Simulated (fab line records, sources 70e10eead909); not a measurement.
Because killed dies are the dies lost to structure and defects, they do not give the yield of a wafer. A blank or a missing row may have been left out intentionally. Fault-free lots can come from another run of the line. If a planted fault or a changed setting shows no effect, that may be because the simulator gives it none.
fab line records	flow nand-harc
record: lots: 12	wafers: 36	last-day: 34
route steps=1302 shown P_GATE@202 P_CONTACT@219 END@1302
lots that met no fault: taken from a fault-free run of the same line
start-h: hours from the record's first day to the start of the lot's first wafer shown	wait-h: hours since the lot's step before	" same as the row above	L1.1+2: one row covering several wafers at once	- no value, or no start given	* or withheld: withheld	< > ~ a bound
route shown NAME@n: names a module that has steps shown in the file, with the first one's number in the route	usual: mean/standard deviation taken from wafers without a fault	same: alike in all rows	chamber/n: place in a boat	sites: the reading at each site	_std_site: standard deviation of those values	_edge_site: the outer-site mean with the inner-site mean subtracted	radius-mm: how far each site lies from the wafer's centre	mask NAME#n: copy n	behind: the tool/chamber that last shaped the wafer	hold: the reason the lot was held/the length of the hold in hours/how it ended	device: which transistor (n, p or np) failed to switch	end of line: the tests these same wafers got at the end of their route	a step without rows: its recipe alone	killed: count of dies lost to structure and defects at first sort (not the wafer's yield)	map: the dies of a wafer, with x for killed, . for not killed, _ for no die there
set.NAME: the run value of the setting; set.NAME@STEP: its run value at that earlier step	model.NAME: the simulator's own value behind a step, which no gauge read
a sample of lots followed through the steps of the route, with each step as a table and each wafer as a row
services: from which hour (start-h, from the record's first day; less than 0 if before it) a tool's chamber was out of use, for how many hours, and why
== steps ==
step: NHARC_P_GATE_DESCUM_93
recipe: time-s: 3	o2-flow-sccm: 200	ar-flow-sccm: 0	bias-power-w: 0	chemistry: O2
usual: drypump-motor-current-A: 5.6/0.39	oes-product-au: 1.002/0.0099	rf-vpp-V: 57.8/0.89	showerhead-plenum-p-Torr: 1.91/0.078	throttle-valve-pct: 11.312/0.0092
lot.wafer	tool	chamber	start-h	wait-h	drypump-motor-current-A	oes-product-au	rf-hours-counter-h	rf-vpp-V	showerhead-plenum-p-Torr	throttle-valve-pct
L762.2	rie-diel-10	2	136.55	-	5.5	1.013	4	58.9	1.89	11.315
L762.1	"	3	"	"	5.7	1.024	3	57.4	1.85	11.309
L762.6	"	3	"	"	5.7	1.015	-	57.1	1.85	11.320
L763.2	rie-diel-03	0	140.36	-	5.9	1.016	1	58.1	2.00	11.297
L763.5	"	2	"	"	4.9	0.999	-	58.0	1.95	11.309
L763.6	"	3	"	"	5.7	1.018	-	58.1	1.90	11.307
L764.3	rie-diel-03	2	155.93	-	4.9	1.004	2	59.2	1.95	11.304
L764.2	"	3	"	"	5.7	1.012	2	56.5	1.90	11.303
L764.6	"	1	"	"	5.7	1.010	-	58.2	2.04	11.319
L768.3	rie-diel-01	0	189.60	-	6.1	0.990	9	58.0	1.96	11.310
L768.2	"	1	"	"	5.6	1.001	8	57.4	1.80	11.318
L768.4	"	2	"	"	6.1	0.993	9	57.2	1.82	11.307
L771.3	rie-diel-10	0	219.04	-	5.9	0.997	8	59.0	2.00	11.314
L771.1	"	1	"	"	5.8	0.985	9	57.3	1.83	11.311
L771.6	"	2	"	"	5.5	1.019	-	58.7	1.89	11.325
L772.1	rie-diel-01	3	243.09	-	4.8	1.012	1	56.7	2.01	11.323
L772.6	"	2	"	"	6.1	1.001	-	57.3	1.82	11.313
L772.5	"	3	"	"	4.8	1.013	-	58.9	2.01	11.308
L773.4	rie-diel-01	2	246.72	-	6.1	0.996	1	57.4	1.82	11.330
L773.3	"	1	"	"	5.6	0.999	1	56.5	1.80	11.315
L773.6	"	2	"	"	6.1	0.990	-	57.5	1.82	11.307
L774.3	rie-diel-10	3	256.92	-	5.7	1.011	0	57.5	1.85	11.323
L774.6	"	1	"	"	5.8	0.989	-	55.6	1.83	11.307
L774.5	"	2	"	"	5.5	1.008	-	59.4	1.89	11.312
L776.4	rie-diel-03	0	279.03	-	5.9	1.020	11	57.1	2.00	11.309
L776.2	"	3	"	"	5.7	1.002	11	57.4	1.90	11.319
L776.5	"	1	"	"	5.6	1.001	-	59.0	2.04	11.309
L778.4	rie-diel-10	2	291.37	-	5.4	1.008	1	57.8	1.89	11.328
L778.6	"	1	"	"	5.8	1.004	-	56.9	1.83	11.317
L778.5	"	2	"	"	5.4	1.004	-	56.5	1.89	11.310
L781.4	rie-diel-01	0	320.67	-	6.1	0.999	7	58.4	1.95	11.310
L781.6	"	0	"	"	6.1	1.003	-	59.2	1.96	11.320
L781.5	"	1	"	"	5.6	1.018	-	57.0	1.80	11.311
L782.3	rie-diel-03	2	351.43	-	4.9	0.984	2	59.3	1.95	11.321
L782.2	"	3	"	"	5.7	1.003	3	58.1	1.90	11.315
L782.6	"	3	"	"	5.7	1.009	-	58.4	1.90	11.305
step: NHARC_P_GATE_DEGAS_109
recipe: temp-c: 300	time-s: 60
usual: heater-power-w: 508/49
lot.wafer	tool	chamber	start-h	wait-h	heater-power-w
L762.1	pvd-sputter-02	-	138.52	0.1	503
L762.2	"	-	"	"	505
L762.6	"	-	"	"	511
L763.2	pvd-sputter-03	-	142.31	0.1	453
L763.5	"	-	"	"	513
L763.6	"	-	"	"	421
L764.2	pvd-sputter-03	-	157.89	0.1	510
L764.3	"	-	"	"	426
L764.6	"	-	"	"	527
L768.4	pvd-sputter-03	-	191.88	0.1	458
L768.3	"	-	"	"	420
L768.2	"	-	"	"	476
L771.1	pvd-sputter-01	-	225.46	0.1	523
L771.3	"	-	"	"	612
L771.6	"	-	"	"	527
L772.1	pvd-sputter-01	-	245.03	0.1	630
L772.6	"	-	"	"	624
L772.5	"	-	"	"	518
L773.3	pvd-sputter-03	-	248.67	0.1	488
L773.4	"	-	"	"	472
L773.6	"	-	"	"	477
L774.3	pvd-sputter-01	-	258.97	0.1	492
L774.6	"	-	"	"	629
L774.5	"	-	"	"	516
L776.4	pvd-sputter-02	-	281.02	0.1	501
L776.2	"	-	"	"	517
L776.5	"	-	"	"	490
L778.4	pvd-sputter-03	-	293.31	0.1	488
L778.5	"	-	"	"	479
L778.6	"	-	"	"	435
L781.4	pvd-sputter-02	-	322.66	0.1	509
L781.6	"	-	"	"	509
L781.5	"	-	"	"	521
L782.3	pvd-sputter-01	-	353.50	0.1	528
L782.2	"	-	"	"	497
L782.6	"	-	"	"	525
step: NHARC_P_CONTACT_CMP_01
recipe: target-thk-nm: 200	material: SiO2
usual: edge-zone-pressure-frac: 1.000/0.0048	motor-current-A: 12.1/1.2
lot.wafer	tool	chamber	start-h	wait-h	edge-zone-pressure-frac	motor-current-A
L762.2	cmp-01	2	140.27	-	0.999	13.1
L762.1	"	0	"	"	0.998	13.7
L762.6	"	2	"	"	1.002	12.6
L763.2	cmp-04	3	144.04	-	0.995	9.6
L763.5	"	3	"	"	0.992	10.2
L763.6	"	0	"	"	1.004	11.7
L764.2	cmp-03	1	159.62	-	0.999	13.3
L764.3	"	2	"	"	1.007	10.5
L764.6	"	2	"	"	1.010	11.8
L768.3	cmp-01	0	193.61	-	0.999	13.7
L768.4	"	1	"	"	1.005	12.6
L768.2	"	2	"	"	1.003	13.0
L771.3	cmp-03	3	227.19	-	0.998	12.8
L771.1	"	0	"	"	1.009	12.4
L771.6	"	0	"	"	1.004	12.2
L772.1	cmp-04	3	246.79	-	0.998	9.7
L772.5	"	3	"	"	0.999	10.7
L772.6	"	0	"	"	1.001	11.3
L773.3	cmp-04	0	250.45	-	0.999	11.4
L773.4	"	1	"	"	0.998	12.1
L773.6	"	2	"	"	0.990	14.6
L774.3	cmp-01	1	260.73	-	1.003	12.8
L774.5	"	3	"	"	1.000	10.6
L774.6	"	0	"	"	0.999	13.4
L776.2	cmp-04	3	282.75	-	1.012	9.9
L776.4	"	0	"	"	1.008	11.2
L776.5	"	0	"	"	1.008	12.3
L778.4	cmp-04	1	295.11	-	1.002	12.0
L778.5	"	2	"	"	1.008	14.3
L778.6	"	3	"	"	0.998	10.6
L781.4	cmp-03	0	324.40	-	0.994	11.8
L781.6	"	3	"	"	0.990	11.8
L781.5	"	0	"	"	1.000	12.0
L782.2	cmp-03	3	355.24	-	1.001	12.8
L782.3	"	0	"	"	1.007	11.2
L782.6	"	0	"	"	1.003	11.8
step: NHARC_P_CONTACT_EXPOSE_09
recipe: na: 1.35	target-cd-nm: 90	dose-mj: 81.26	mask-id: P_CA
usual: exposure-dose-mJ-cm2: 81.26/0.078
lot.wafer	tool	chamber	start-h	wait-h	mask	exposure-dose-mJ-cm2
L762.1	arfi-scanner-01	0	140.81	-	P_CA#0	81.42
L762.2	"	0	"	"	P_CA#0	81.35
L762.6	"	0	"	"	P_CA#0	81.29
L763.2	arfi-scanner-03	0	144.76	-	P_CA#0	81.41
L763.5	"	0	"	"	P_CA#0	81.19
L763.6	"	0	"	"	P_CA#0	81.14
L764.2	arfi-scanner-03	0	160.20	-	P_CA#0	81.13
L764.3	"	0	"	"	P_CA#0	81.27
L764.6	"	0	"	"	P_CA#0	81.28
L768.2	arfi-scanner-03	0	194.31	-	P_CA#0	58.25
L768.3	"	0	"	"	P_CA#0	58.21
L768.4	"	0	"	"	P_CA#0	58.32
L771.1	arfi-scanner-03	0	227.89	-	P_CA#0	62.90
L771.3	"	0	"	"	P_CA#0	63.02
L771.6	"	0	"	"	P_CA#0	62.85
L772.1	arfi-scanner-01	0	247.47	-	P_CA#0	81.19
L772.5	"	0	"	"	P_CA#0	81.21
L772.6	"	0	"	"	P_CA#0	81.17
L773.3	arfi-scanner-03	0	251.10	-	P_CA#0	66.53
L773.4	"	0	"	"	P_CA#0	66.53
L773.6	"	0	"	"	P_CA#0	66.47
L774.3	arfi-scanner-01	0	261.38	-	P_CA#0	81.30
L774.5	"	0	"	"	P_CA#0	81.31
L774.6	"	0	"	"	P_CA#0	81.40
L776.2	arfi-scanner-02	0	283.32	-	P_CA#0	81.37
L776.4	"	0	"	"	P_CA#0	81.27
L776.5	"	0	"	"	P_CA#0	81.22
L778.4	arfi-scanner-02	0	295.64	-	P_CA#0	81.30
L778.5	"	0	"	"	P_CA#0	81.38
L778.6	"	0	"	"	P_CA#0	81.23
L781.4	arfi-scanner-01	0	325.08	-	P_CA#0	81.13
L781.5	"	0	"	"	P_CA#0	81.22
L781.6	"	0	"	"	P_CA#0	81.21
L782.2	arfi-scanner-02	0	355.95	-	P_CA#0	81.19
L782.3	"	0	"	"	P_CA#0	81.22
L782.6	"	0	"	"	P_CA#0	81.24
step: NHARC_P_CONTACT_CD_MEAS_12
recipe: target-cd-nm: 90	landing-energy-ev: 500
usual: cd-nm: 90.3/0.55
lot.wafer	tool	chamber	start-h	wait-h	cd-nm
L762.1	cd-sem-03	0	140.95	-	90.1
L762.2	"	0	"	"	89.4
L762.6	"	0	"	"	90.2
L763.2	cd-sem-03	0	144.90	-	90.5
L763.5	"	0	"	"	89.7
L763.6	"	0	"	"	89.9
L764.2	cd-sem-03	0	160.34	-	90.8
L764.3	"	0	"	"	90.8
L764.6	"	0	"	"	91.3
L768.2	cd-sem-03	0	194.44	-	70.3
L768.3	"	0	"	"	70.2
L768.4	"	0	"	"	69.4
L771.1	cd-sem-03	0	228.03	-	74.0
L771.3	"	0	"	"	74.5
L771.6	"	0	"	"	73.5
L772.1	cd-sem-02	0	247.61	-	90.2
L772.5	"	0	"	"	90.3
L772.6	"	0	"	"	89.5
L773.3	cd-sem-01	0	251.23	-	76.8
L773.4	"	0	"	"	77.5
L773.6	"	0	"	"	77.6
L774.3	cd-sem-01	0	261.52	-	90.7
L774.5	"	0	"	"	90.6
L774.6	"	0	"	"	90.5
L776.2	cd-sem-03	0	283.46	-	89.6
L776.4	"	0	"	"	90.5
L776.5	"	0	"	"	90.0
L778.4	cd-sem-02	0	295.78	-	89.2
L778.5	"	0	"	"	89.6
L778.6	"	0	"	"	90.2
L781.4	cd-sem-03	0	325.21	-	91.1
L781.5	"	0	"	"	90.3
L781.6	"	0	"	"	90.2
L782.2	cd-sem-02	0	356.09	-	89.9
L782.3	"	0	"	"	89.6
L782.6	"	0	"	"	90.5
step: NHARC_P_CONTACT_CD_MEAS_19
usual: cd-nm: 90.5/1.4
lot.wafer	tool	chamber	start-h	wait-h	cd-nm
L762.1	cd-sem-02	-	142.16	-	89.5
L762.2	"	-	"	"	87.9
L762.6	"	-	"	"	90.8
L763.2	cd-sem-02	-	145.96	-	90.4
L763.5	"	-	"	"	88.0
L763.6	"	-	"	"	89.2
L764.2	cd-sem-02	-	161.39	-	89.3
L764.3	"	-	"	"	90.3
L764.6	"	-	"	"	91.6
L768.2	cd-sem-01	-	195.50	-	70.5
L768.3	"	-	"	"	68.5
L768.4	"	-	"	"	68.6
L771.1	cd-sem-03	-	229.09	-	73.1
L771.3	"	-	"	"	73.6
L771.6	"	-	"	"	74.3
L772.1	cd-sem-02	-	248.67	-	89.6
L772.5	"	-	"	"	87.7
L772.6	"	-	"	"	89.5
L773.3	cd-sem-02	-	252.29	-	75.5
L773.4	"	-	"	"	77.1
L773.6	"	-	"	"	78.8
L774.3	cd-sem-02	-	262.57	-	90.7
L774.5	"	-	"	"	90.6
L774.6	"	-	"	"	90.4
L776.2	cd-sem-03	-	284.52	-	91.2
L776.4	"	-	"	"	90.3
L776.5	"	-	"	"	92.2
L778.4	cd-sem-01	-	297.30	-	90.6
L778.5	"	-	"	"	92.4
L778.6	"	-	"	"	89.6
L781.4	cd-sem-03	-	326.33	-	91.2
L781.5	"	-	"	"	92.3
L781.6	"	-	"	"	91.1
L782.2	cd-sem-03	-	357.14	-	90.5
L782.3	"	-	"	"	90.5
L782.6	"	-	"	"	92.7
step: NHARC_END_SORT_01
recipe: temp-c: 25
usual: killed-at-array: 64/16	killed-at-other: 1.0/1.1	killed-at-periphery: 3.5/2.3	killed-dies: 69/17	killed-open: 3.2/1.6	killed-short: 2.4/1.6
same: gross-dies: 677
lot.wafer	tool	chamber	start-h	wait-h	killed-at-array	killed-at-other	killed-at-periphery	killed-dies	killed-open	killed-short
L768.2	prober-01	0	664.88	2.8	64	1	522	587	5	2
L768.3	prober-01	0	665.66	3.1	62	0	584	646	5	2
L768.4	prober-01	0	666.45	3.4	50	3	594	647	4	0
L771.1	prober-01	0	674.37	2.5	47	1	374	422	6	1
L771.3	prober-01	0	675.99	3.1	53	1	374	428	3	4
L771.6	prober-01	0	678.41	4.0	48	2	344	394	5	3
L773.3	prober-02	0	700.84	3.1	79	1	274	354	1	1
L773.4	prober-02	0	701.63	3.4	88	0	74	162	5	1
L773.6	prober-02	0	703.21	3.9	68	1	65	134	2	3
killed by level:class
L768.2 P_CONTACT:area-expose=518 A_CHANNEL_HOLE_D1:chamber-film-flake=34 A_CHANNEL_HOLE_D2:chamber-film-flake=18 A_CHANNEL_FILL_D1:chamber-film-flake=3 P_M2:chamber-film-flake=2 A_CONTACT:chamber-film-flake=2 P_CONTACT:geometric-particle:short=1 P_CONTACT:geometric-particle:open=1
L768.3 P_CONTACT:area-expose=581 A_CHANNEL_HOLE_D1:chamber-film-flake=33 A_CHANNEL_HOLE_D2:chamber-film-flake=19 P_CONTACT:geometric-particle:open=2 A_CHANNEL_FILL_D2:geometric-particle:short=2 A_SGD_CUT:geometric-particle:open=2 A_WL_FILL:geometric-particle:open=1 P_STI:chamber-film-flake=1
L768.4 P_CONTACT:area-expose=592 A_CHANNEL_HOLE_D1:chamber-film-flake=27 A_CHANNEL_HOLE_D2:chamber-film-flake=13 A_SLIT:chamber-film-flake=3 THIN_TSV:chamber-film-flake=3 A_ZERO_WELL:chamber-film-flake=2 P_CONTACT:geometric-particle:open=1 A_SGD_CUT:geometric-particle:open=1
L771.1 P_CONTACT:area-expose=371 A_SLIT:chamber-film-flake=33 A_CHANNEL_HOLE_D1:chamber-film-flake=6 A_CONTACT:chamber-film-flake=2 P_M0:geometric-particle:open=1 A_ONON_D1:geometric-particle:open=1 A_CHANNEL_HOLE_D1:geometric-particle:open=1 A_CHANNEL_FILL_D1:geometric-particle:open=1
L771.3 P_CONTACT:area-expose=372 A_SLIT:chamber-film-flake=34 A_CHANNEL_HOLE_D1:chamber-film-flake=8 A_CONTACT:chamber-film-flake=4 P_M0:geometric-particle:short=1 P_M2:geometric-particle:open=1 A_CHANNEL_FILL_D1:geometric-particle:open=1 A_CHANNEL_FILL_D1:geometric-particle:short=1
L771.6 P_CONTACT:area-expose=343 A_SLIT:chamber-film-flake=26 A_CHANNEL_HOLE_D1:chamber-film-flake=8 A_CONTACT:chamber-film-flake=4 A_ONON_D1:geometric-particle:open=2 A_CHANNEL_FILL_D1:geometric-particle:short=2 THIN_TSV:chamber-film-flake=2 P_CONTACT:geometric-particle:open=1
L773.3 P_CONTACT:area-expose=274 A_CHANNEL_HOLE_D1:chamber-film-flake=37 A_SLIT:chamber-film-flake=31 A_CONTACT:chamber-film-flake=3 A_CHANNEL_FILL_D1:chamber-film-flake=2 A_WL_FILL:chamber-film-flake=2 A_ONON_D1:geometric-particle:short=1 A_CHANNEL_HOLE_D1:geometric-particle:open=1
L773.4 P_CONTACT:area-expose=72 A_CHANNEL_HOLE_D1:chamber-film-flake=39 A_SLIT:chamber-film-flake=31 A_CHANNEL_HOLE_D2:chamber-film-flake=6 A_CHANNEL_FILL_D1:geometric-particle:open=3 A_CONTACT:chamber-film-flake=3 A_CHANNEL_FILL_D1:chamber-film-flake=2 P_CONTACT:geometric-particle:open=1
L773.6 P_CONTACT:area-expose=62 A_CHANNEL_HOLE_D1:chamber-film-flake=24 A_SLIT:chamber-film-flake=24 A_WL_FILL:chamber-film-flake=5 A_CHANNEL_HOLE_D2:chamber-film-flake=4 A_DECK1_JOINT:geometric-particle:open=2 P_GATE:chamber-film-flake=2 A_STAIRCASE:chamber-film-flake=2
== services ==
tool	chamber	start-h	hours	kind
arfi-scanner-03	-	112.57	0.3	repair
pvd-sputter-03	-	137.86	2.8	repair
arfi-scanner-01	-	141.51	1.6	repair
cmp-04	-	160.93	3.5	repair
cmp-03	-	162.03	4.0	pm
pvd-sputter-03	-	181.29	1.3	repair
cmp-03	-	186.13	1.3	repair
pvd-sputter-01	-	187.57	3.2	repair
rie-diel-01	2	192.03	7.2	repair
arfi-scanner-03	-	196.00	4.0	pm
rie-diel-01	-	203.80	9.0	pm
cmp-04	-	209.05	4.0	pm
arfi-scanner-03	-	217.34	1.0	repair
rie-diel-03	-	217.78	1.6	repair
rie-diel-01	0	220.17	5.0	repair
pvd-sputter-01	-	226.00	10.0	pm
rie-diel-01	0	231.12	6.9	repair
arfi-scanner-03	-	265.05	1.2	repair
cmp-04	-	274.15	0.7	repair
arfi-scanner-03	-	282.58	1.9	repair
cmp-04	-	307.08	4.0	pm
cmp-04	-	314.88	0.8	repair
pvd-sputter-03	-	348.04	10.0	pm
cmp-04	-	349.66	6.4	repair
== key ==
first-sign: step: NHARC_P_CONTACT_EXPOSE_09	reading: exposure-dose-mJ-cm2	direction: down	sigmas: 99+	usual: 81.26	struck: 62.56
effect: step: NHARC_P_CONTACT_CD_MEAS_12	reading: cd-nm	direction: down	sigmas: 30	usual: 90.3	struck: 73.8	through: control-loop
effect: step: NHARC_P_CONTACT_CD_MEAS_19	reading: cd-nm	direction: down	sigmas: 13	usual: 90.5	struck: 73.3	through: control-loop
effect: step: NHARC_END_SORT_01	reading: killed-at-periphery	direction: up	sigmas: 99+	usual: 3.5	struck: 356.1
more-kills-born-at: NHARC_P_CONTACT_EXPOSE_09@arfi-scanner-03: 3185
met-at NHARC_P_CONTACT_EXPOSE_09
struck-lots L768,L771,L773
later-rows-left-out L768.2,L768.3,L768.4,L771.1,L771.3,L771.6
tester-left-out L768,L771,L773
loop-trim: step: NHARC_P_CONTACT_EXPOSE_09	setting: dose	lots: L771,L773
not-acting-at NHARC_P_GATE_DESCUM_93,NHARC_P_GATE_DEGAS_109,NHARC_P_CONTACT_CMP_01
onset-between 160.20 194.31
fault: kind: process-parameter-drift	tool: arfi-scanner-03	chamber: -	onset-h: 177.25	steps: NHARC_P_CONTACT_EXPOSE_09	channel: dose-mj	offset: -22.966	shape: step	acts-in: these-recipes-only	stated: 81.26
tester-left-out: of these lots the tester's yield and bins aren't shown, on N5 and GAA mostly nor the transistor test; their killed dies are dies lost to structure and defects alone, not to doping, threshold or leakage, so they don't give the yield
later-rows-left-out: the simulator's readings of these wafers behind a module that went badly wrong aren't trusted and aren't shown, but for the sort
loop-trim: a control loop set the setting to another value than it would have without faults
